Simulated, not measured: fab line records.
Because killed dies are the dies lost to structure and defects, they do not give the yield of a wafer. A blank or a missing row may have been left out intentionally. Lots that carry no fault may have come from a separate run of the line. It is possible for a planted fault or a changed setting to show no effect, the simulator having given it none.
Matching of chambers    flow n5_finfet    N5_BEOL_M9_ETCH_66 on rie_diel-01: 4 sister chambers
The step etches SOC in N2/H2, target depth 80 nm, overetch 16 nm, time 120 s. 8 wafers are shown with their chamber, then 9 later ones without.

== WAFERS WITH THEIR CHAMBER ==
wafer   chamber  throttle_valve_pct (%)  showerhead_plenum_p_Torr (Torr)
L080.2  0        17.36                   2.47
L080.4  3        17.71                   2.42
L085.1  2        18.14                   2.54
L085.3  1        17.59                   2.41
L085.4  3        17.73                   2.42
L086.1  1        17.59                   2.40
L086.2  2        18.13                   2.54
L086.4  0        17.37                   2.47

== WAFERS WHOSE CHAMBER IS MISSING ==
wafer   throttle_valve_pct (%)  showerhead_plenum_p_Torr (Torr)
L088.1  17.35                   2.47
L088.3  17.74                   2.42
L088.4  18.14                   2.54
L093.3  17.62                   2.40
L093.4  18.15                   2.53
L093.5  17.76                   2.42
L097.2  17.39                   2.46
L097.3  17.75                   2.41
L097.4  17.76                   2.41

== CHAMBER TAKEN BY EACH ==
wafer   from the rows above  in truth
L088.1  0                    0
L088.3  3                    3
L088.4  2                    2
L093.3  1                    1
L093.4  2                    2
L093.5  3                    3
L097.2  0                    0
L097.3  3                    3
L097.4  3                    3
9 of 9 placed correctly. Number that these rows cannot place: 0. Number placed wrongly: 0.
How it was worked out, from the rows above alone: a wafer's distance from a chamber is the root of the sum, over the readings, of the square of ((its reading less the chamber's mean) divided by the reading's scatter). The wafer belongs to the nearest chamber; if the next one is less than 2 further off, it can't be placed. A chamber's mean is the mean of its shown wafers. How the scatter is found: for the shown wafers, subtract from each reading the mean of its chamber, square and add these, divide the total by (wafers less chambers), then take the root.
